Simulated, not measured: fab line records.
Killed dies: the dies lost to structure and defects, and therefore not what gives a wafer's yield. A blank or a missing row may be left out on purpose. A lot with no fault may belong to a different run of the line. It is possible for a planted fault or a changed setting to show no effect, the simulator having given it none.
Split-lot experiment + flow n5_finfet + 7 lots, 37 wafers read, on a route of 1938 steps

== THE SPLIT ==
At N5_BEOL_M14_TRENCH_ETCH_34 (etches SiO2 in C4F8/O2/Ar, target depth 556.65 nm, time 126.9 s), the setting time_s was moved away from the recipe's 126.9 s on 17 of the 37 wafers read, by -51.0% to +58.2%. This setting was run at the recipe's value on the other wafers.

== FROM THE SPLIT TO THE READING: what the file shows between them, 10 steps ==
- N5_BEOL_M14_STRIP_70: strips in C4F8/O2/Ar
- N5_BEOL_M14_OCD_MEAS_35
- N5_BEOL_M14_STRIP_37: strips in O2
- N5_BEOL_M14_ETCH_38: etches SiCN in CF4/N2, target depth 106.5 nm, time 120.6 s
- N5_BEOL_M14_ECD_47: material Cu, target thk 1248 nm
- N5_BEOL_M14_ANNEAL_48: time 90 s
- N5_BEOL_M14_CMP_49: polishes, stops on SiO2, t overpolish 5.2 s, target thk 560 nm
- N5_BEOL_M14_THK_MEAS_50: measures by xrf
- N5_BEOL_M14_PRE_CLEAN_52: time 15 s
- N5_BEOL_M14_DEP_53: deposits SiCN from 3MS/NH3, target thk 50 nm, time 17.8 s

== THE READING ==
M14_RS in ohm/sq, measured at N5_BEOL_M14_RS_MEAS_54 by four-point-probe. Fault-free wafers of this fab line usually give 0.0335 ohm/sq, standard deviation 0.00083 ohm/sq.

| wafer  | tool, chamber at the split | time_s as run, s | against the recipe | M14_RS, ohm/sq | against lot-mates on the recipe |
|--------|----------------------------|------------------|--------------------|----------------|---------------------------------|
| L079.1 | rie_diel-01, 0             | 126.9            | recipe             | 0.0345         | -                               |
| L079.2 | rie_diel-01, 1             | 126.9            | recipe             | 0.0334         | -                               |
| L079.3 | rie_diel-01, 2             | 126.9            | recipe             | 0.0350         | -                               |
| L079.4 | rie_diel-01, 3             | 62.17            | -51.0%             | 0.0692         | +0.0349                         |
| L079.5 | rie_diel-01, 3             | 62.17            | -51.0%             | 0.0688         | +0.0345                         |
| L079.6 | rie_diel-01, 0             | 62.17            | -51.0%             | 0.0716         | +0.0373                         |
| L084.1 | rie_diel-01, 1             | 72.55            | -42.8%             | 0.0590         | +0.0250                         |
| L084.2 | rie_diel-01, 0             | 126.9            | recipe             | 0.0345         | -                               |
| L084.3 | rie_diel-01, 3             | 126.9            | recipe             | 0.0325         | -                               |
| L084.4 | rie_diel-01, 2             | 72.55            | -42.8%             | 0.0612         | +0.0272                         |
| L084.5 | rie_diel-01, 2             | 126.9            | recipe             | 0.0351         | -                               |
| L084.6 | rie_diel-01, 3             | 72.55            | -42.8%             | 0.0579         | +0.0239                         |
| L085.1 | rie_diel-02, 2             | 126.9            | recipe             | 0.0334         | -                               |
| L085.2 | rie_diel-02, 0             | 105.4            | -16.9%             | 0.0410         | +0.0073                         |
| L085.3 | rie_diel-02, 2             | 105.4            | -16.9%             | 0.0405         | +0.0068                         |
| L085.4 | rie_diel-02, 0             | 126.9            | recipe             | 0.0340         | -                               |
| L085.5 | rie_diel-02, 2             | 105.4            | -16.9%             | 0.0406         | +0.0069                         |
| L085.6 | rie_diel-02, 0             | 126.9            | recipe             | 0.0337         | -                               |
| L092.1 | rie_diel-01, 0             | 200.7            | +58.2%             | 0.0219         | -0.0117                         |
| L092.2 | rie_diel-01, 3             | 126.9            | recipe             | 0.0331         | -                               |
| L092.3 | rie_diel-01, 1             | 200.7            | +58.2%             | 0.0208         | -0.0128                         |
| L092.4 | rie_diel-01, 2             | 200.7            | +58.2%             | 0.0223         | -0.0113                         |
| L092.5 | rie_diel-01, 3             | 126.9            | recipe             | 0.0332         | -                               |
| L092.6 | rie_diel-01, 0             | 126.9            | recipe             | 0.0345         | -                               |
| L094.1 | rie_diel-01, 1             | 159.2            | +25.5%             | 0.0258         | -0.0085                         |
| L094.2 | rie_diel-01, 0             | 126.9            | recipe             | 0.0341         | -                               |
| L094.3 | rie_diel-01, 2             | 126.9            | recipe             | 0.0344         | -                               |
| L094.4 | rie_diel-01, 3             | 159.2            | +25.5%             | 0.0258         | -0.0085                         |
| L094.5 | rie_diel-01, 0             | 126.9            | recipe             | 0.0344         | -                               |
| L094.6 | rie_diel-01, 3             | 159.2            | +25.5%             | 0.0258         | -0.0085                         |
| L095.1 | rie_diel-02, 0             | 86.25            | -32.0%             | 0.0509         | +0.0176                         |
| L095.2 | rie_diel-02, 2             | 126.9            | recipe             | 0.0336         | -                               |
| L095.3 | rie_diel-02, 3             | 86.25            | -32.0%             | 0.0489         | +0.0156                         |
| L095.6 | rie_diel-02, 3             | 126.9            | recipe             | 0.0331         | -                               |
| L097.1 | rie_diel-02, 3             | 126.9            | recipe             | 0.0327         | -                               |
| L097.2 | rie_diel-02, 2             | 126.9            | recipe             | 0.0334         | -                               |
| L097.5 | rie_diel-02, 0             | 126.9            | recipe             | 0.0340         | -                               |

THE FIT
A straight line over all 37 wafers: M14_RS changes by -0.00044 ohm/sq for each +1% of time_s; r = -0.92; the points scatter about the line by 0.0052 ohm/sq.
The same after taking each lot's own level away (the mean of its wafers on the recipe; 37 wafers): -0.000438 ohm/sq for each +1%; r = -0.92; scatter 0.0051 ohm/sq.
According to that fit, moving time_s by its largest amount changes the reading by 0.025 ohm/sq.
From 0.03335 to 0.03430 ohm/sq: that is the span of the lots' own levels, equal to 1.1 times the standard deviation above.
So the lot-to-lot level changes the slope little: the two slopes agree.
Check: -0.0246 ohm/sq against its lot-mates is what the line predicts for one of the wafers moved furthest among these (+58.2%) when that wafer is left out of the fit. It came out at -0.0117 ohm/sq against them.

== THE OTHER SPLITS THESE WAFERS WENT THROUGH ==
Note: prior to the reading, these wafers also went through further splits. Each is held against what the fit with the lots' levels taken away leaves over:
| other split on the same wafers    | wafers away from the commonest value | r with M14_RS (lot level and that fit taken away) |
|-----------------------------------|--------------------------------------|---------------------------------------------------|
| N5_BEOL_M9_ETCH_62 target_depth_a | 10                                   | +0.34                                             |

== THE WHOLE CHAIN: every reading that the file lists as answering this split, in the file's order ==
| step                       | what it does                                                    | reading                                                                       | change (the file's fit)               | r (the file's) |
|----------------------------|-----------------------------------------------------------------|-------------------------------------------------------------------------------|---------------------------------------|----------------|
| N5_BEOL_M14_TRENCH_ETCH_34 | etches SiO2 in C4F8/O2/Ar, target depth 556.65 nm, time 126.9 s | etch.depth_nm (the simulator's own value, which no gauge read)                | +5.39 nm for each +1% of the setting  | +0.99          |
| N5_BEOL_M14_OCD_MEAS_35    |                                                                 | trench_depth_nm                                                               | +5.37 nm for each +1% of the setting  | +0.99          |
| N5_BEOL_M14_CMP_49         | polishes, stops on SiO2, t overpolish 5.2 s, target thk 560 nm  | Cu_of_BEOL_M14_ECD_47.thk_nm (the simulator's own value, which no gauge read) | +5.39 nm for each +1% of the setting  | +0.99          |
| N5_BEOL_M14_THK_MEAS_50    | measures by xrf                                                 | M14_THK                                                                       | +5.77 for each +1% of the setting     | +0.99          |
| N5_BEOL_M14_RS_MEAS_54     | measures by four-point-probe                                    | M14_RS                                                                        | -0.000454 for each +1% of the setting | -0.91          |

== FILE'S OWN FIT ==
M14_RS changes by -0.000454 ohm/sq for each +1% of time_s, r = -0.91.
